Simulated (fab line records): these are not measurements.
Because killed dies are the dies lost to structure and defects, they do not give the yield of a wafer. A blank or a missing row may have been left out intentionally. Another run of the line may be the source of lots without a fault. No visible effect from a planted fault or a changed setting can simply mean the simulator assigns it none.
Comparing a struck lot with a sound one / flow n5 finfet / 14 out of 1938 route steps
Sound: wafers L661.1, L661.2, L661.5. The struck wafers were L675.2, L675.4, L675.6. The cause is given at the end.
Per side, at each step with rows, come the tool, then ch with its chambers, and then its first start. Under that, the readings that differ: sound wafers / struck wafers / difference of the means / sigmas: that difference in standard deviations of wafers without a fault.
alike: same words and numbers on both sides, and readings whose means sit less than 2 such deviations apart. not compared: any withheld reading, any reading some wafer has no value for, any bound like >300 that may hide the same value, and any number with overlapping values for which the record gives no deviation.
A row with sigmas, a row that says differs or no value, or rows on one side alone: a step with any of these is where the two part. When numbers do not overlap yet have no deviation, they are printed without sigmas and do not part them. A reading that every wafer of one side lacks parts them only if that side has two wafers or more.

N5_HKMG_FIN_STRIP_69: strips in N2/H2, time 360 s.
  sound on plasma asher-02 ch 0,1, day 4 10:12; struck on plasma asher-01 ch 0, day 8 06:36
  alike: drypump motor current A, heater power w
  not compared: rf hours counter h
then, 1 step without rows for these wafers: N5_HKMG_FIN_ALD_21 (deposits TiN, target thk 1.5 nm, pulse time 1 s, purge time 3 s).
N5_HKMG_FIN_ALD_72: deposits W, target thk 2 nm, pulse time 1 s, purge time 2 s.
  sound on cvd w-02 ch 0,1, day 4 10:56; struck on cvd w-01 ch 0,1, day 8 07:20
  alike: heater power w, precursor pulse height rel
N5_HKMG_FIN_W_FILL_22: material W, target thk 60 nm, time 18.2 s.
  sound on cvd w-02 ch 0,1, day 4 11:00; struck on cvd w-01 ch 0,1, day 8 07:25
  alike: heater power w, throttle valve pct
then, 2 steps without rows for these wafers: N5_HKMG_FIN_PRECLEAN_83 (cleans in DIW, time 57.5 s); N5_HKMG_FIN_SRD_84 (dry time 32 s).
N5_HKMG_FIN_CMP_23: polishes, stops on SiNx, t overpolish 10 s, target thk 46.326 nm.
  sound on cmp-03 ch 0,1, day 4 11:07; struck on cmp-04 ch 0,1,3, day 8 07:42
  alike: motor current A, overpolish run s, retaining ring pressure frac, time to endpoint s
then, 1 step without rows for these wafers: N5_HKMG_FIN_CMP_94 (polishes, stops on SiNx, t overpolish 4.7 s, target thk 43.299 nm).
N5_HKMG_FIN_INSPECT_28: inspects for defects (darkfield).
  struck on defect inspect-01, day 8 08:15; sound on defect inspect-01, day 4 11:49
  alike: raw defect count
N5_GATE_CUT_ETCHBACK_00: etches W in SF6/Cl2.
  sound on rie metal-01 ch 0,1, day 4 11:52; struck on rie metal-01 ch 1, day 8 08:17
  alike: SF6_flow_sccm, bias w, chamber pressure mTorr, drypump motor current A, mfc cl2 sccm, oes product au, rf fwd power W, throttle valve pct
  not compared: rf hours counter h
then, 1 step without rows for these wafers: N5_GATE_CUT_ETCH_56 (etches TiN in Cl2/Ar, target depth 21.6 nm).
N5_GATE_CUT_ETCHBACK_30: etches TiN in Cl2/Ar, target depth 3 nm.
  sound on rie metal-01 ch 0,1, day 4 12:04; struck on rie metal-01 ch 1, day 8 08:30
  no value came back on the struck wafers for any of 7 readings (bias w (W), chamber pressure mTorr (mTorr) and others); on the sound wafers bias w (W) reads 59.97 60.09 60.02
  not compared: rf hours counter h
then, 1 step without rows for these wafers: N5_GATE_CUT_VAPOR_ETCH_60 (etches HfO2 in BCl3/Cl2).
N5_PASSIVATION_PROBE_49:
  the record holds rows for the sound wafers here (prober-02, day 14 08:16) but none for the struck ones

== WHERE THEY PART ==
Earliest at N5_GATE_CUT_ETCHBACK_30; latest, in this record, at N5_PASSIVATION_PROBE_49.

WHY: what had been put in by the simulator
Entire step skipped (rie metal-01, N5_GATE_CUT_ETCHBACK_30), from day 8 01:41 onward. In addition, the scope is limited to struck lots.
